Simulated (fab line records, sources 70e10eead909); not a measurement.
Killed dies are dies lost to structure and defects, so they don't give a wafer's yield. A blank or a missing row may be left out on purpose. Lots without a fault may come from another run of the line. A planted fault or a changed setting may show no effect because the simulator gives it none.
Chamber matching | flow nand_harc | NHARC_A_M0_ETCH_34 on rie_diel-08: 4 sister chambers
The step etches the open film in N2/H2, target depth 40 nm, overetch 12 nm, time 43.94 s. 4 wafers are shown with their chamber, then 9 later ones without.

WAFERS WITH THEIR CHAMBER
wafer  | chamber | drypump_motor_current_A (A)
L084.2 | 3       | 6.5
L084.4 | 1       | 5.2
L085.4 | 0       | 5.0
L085.6 | 2       | 6.0

WAFERS WITHOUT THEIR CHAMBER
wafer  | drypump_motor_current_A (A)
L086.1 | 5.2
L086.2 | 6.4
L086.6 | 5.9
L091.1 | 5.2
L091.5 | 6.5
L091.6 | 5.0
L097.1 | 6.5
L097.3 | 5.1
L097.6 | 5.1

WHICH CHAMBER EACH WENT THROUGH
wafer  | from the rows above     | in truth
L086.1 | 1                       | 1
L086.2 | 3                       | 3
L086.6 | 2                       | 2
L091.1 | 1                       | 1
L091.5 | 3                       | 3
L091.6 | 0                       | 0
L097.1 | 3                       | 3
L097.3 | can't be placed: 0 or 1 | 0
L097.6 | can't be placed: 0 or 1 | 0
Placed correctly: 7 of 9. Can't be placed from these rows: 2 (the true chamber is among the candidates in 2). Placed wrongly: 0.
How it was worked out, from the rows above alone: a wafer's distance from a chamber is the root of the sum, over the readings, of the square of ((its reading less the chamber's mean) divided by the reading's scatter). The wafer belongs to the nearest chamber; if the next one is less than 2 further off, it can't be placed. A chamber's mean is the mean of its shown wafers. The scatter: with one shown wafer a chamber, the root of the mean of the squares of how far each hidden wafer lies from its nearest shown one.
